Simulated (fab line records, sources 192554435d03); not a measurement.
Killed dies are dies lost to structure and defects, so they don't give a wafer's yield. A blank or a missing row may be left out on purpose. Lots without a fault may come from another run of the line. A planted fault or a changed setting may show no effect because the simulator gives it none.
Split-lot experiment | flow n5_finfet | 7 lots, 21 wafers read, on a route of 1938 steps

THE SPLIT
At N5_BEOL_M8_ALD_77 (deposits TaN, target thk 2 nm, pulse time 2 s, purge time 3 s), the setting ald_cycles was moved away from the recipe's 40 on 9 of the 21 wafers read, by -17.5% to +10.0%. The other wafers ran this setting at the recipe's value.

The reading is taken at the split's own step.

THE READING
TaN_of_BEOL_M8_ALD_77.thk_nm (the simulator's own value, which no gauge read), in nm, at N5_BEOL_M8_ALD_77 (deposits TaN, target thk 2 nm, pulse time 2 s, purge time 3 s). The file gives no usual value for it.

wafer  | tool, chamber at the split | ald_cycles as run | against the recipe | TaN_of_BEOL_M8_ALD_77.thk_nm, nm | against lot-mates on the recipe
L074.1 | ald_metal-04, 0            | 40                | recipe             | 2                                | -
L074.2 | ald_metal-04, 2,1          | 42                | +5.0%              | 2.2                              | +0.2
L074.3 | ald_metal-04, 2,1          | 42                | +5.0%              | 2.2                              | +0.2
L079.2 | ald_metal-01, 1,0,1        | 40                | recipe             | 2                                | -
L079.4 | ald_metal-01, 1,0,1        | 40                | recipe             | 2                                | -
L079.6 | ald_metal-01, 1,0,1        | 40                | recipe             | 2                                | -
L083.2 | ald_metal-04, 0,3          | 36                | -10.0%             | 1.8                              | -0.2
L083.4 | ald_metal-04, 0,3          | 36                | -10.0%             | 1.8                              | -0.2
L083.3 | ald_metal-04, 1            | 40                | recipe             | 2                                | -
L087.4 | ald_metal-02, 1,3          | 40                | recipe             | 2                                | -
L087.6 | ald_metal-02, 1,3          | 40                | recipe             | 2                                | -
L087.5 | ald_metal-02, 0            | 42                | +5.0%              | 2.2                              | +0.2
L092.1 | ald_metal-04, 0            | 34                | -15.0%             | 1.8                              | -0.2
L092.3 | ald_metal-04, 3            | 34                | -15.0%             | 1.6                              | -0.4
L092.4 | ald_metal-04, 2            | 40                | recipe             | 2                                | -
L094.3 | ald_metal-02, 1            | 33                | -17.5%             | 1.6                              | -0.4
L094.5 | ald_metal-02, 0,1          | 40                | recipe             | 2                                | -
L094.6 | ald_metal-02, 0,1          | 40                | recipe             | 2                                | -
L095.1 | ald_metal-01, 0,3          | 40                | recipe             | 2                                | -
L095.3 | ald_metal-01, 0,3          | 40                | recipe             | 2                                | -
L095.4 | ald_metal-01, 2            | 44                | +10.0%             | 2.2                              | +0.2
Where a row lists several chambers, the file gives one row for several wafers and doesn't say which wafer went through which chamber.

THE FIT
A straight line over all 21 wafers: TaN_of_BEOL_M8_ALD_77.thk_nm changes by +0.0228 nm for each +1% of ald_cycles; r = +0.96; the points scatter about the line by 0.047 nm.
The same after taking each lot's own level away (the mean of its wafers on the recipe; 21 wafers): +0.0228 nm for each +1%; r = +0.96; scatter 0.047 nm.
On that fit, the largest move of ald_cycles shifts the reading by 0.4 nm.
The lots' own levels span 2.00 to 2.00 nm.
So the lot-to-lot level changes the slope little: the two slopes agree.
Check: with one of the wafers moved furthest among these (-17.5%) left out of the fit, the line predicts -0.373 nm for it against its lot-mates. It came out at -0.4 nm against them.

OTHER SPLITS ON THESE WAFERS
These wafers also went through other splits before the reading. Each is held against what the fit with the lots' levels taken away leaves over:
other split on the same wafers     | wafers away from the commonest value | r with TaN_of_BEOL_M8_ALD_77.thk_nm (lot level and that fit taken away)
N5_BEOL_M3_COAT_68 spin_rpm        | 8                                    | +0.18
N5_BEOL_M4_COAT_62 spin_rpm        | 6                                    | +0.25
N5_BEOL_M4_COAT_05 spin_rpm        | 4                                    | -0.04
N5_BEOL_M4_TRENCH_ETCH_37 time_s   | 5                                    | +0.13
N5_BEOL_M4_SURFACE_TREAT_85 time_s | as run: not given for these wafers   | -
N5_BEOL_M5_TRENCH_ETCH_37 time_s   | 8                                    | -0.06
N5_BEOL_M5_ETCH_41 source_w        | 5                                    | -0.18

THE FILE'S OWN FIT
TaN_of_BEOL_M8_ALD_77.thk_nm changes by +0.0224 nm for each +1% of ald_cycles, r = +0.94.
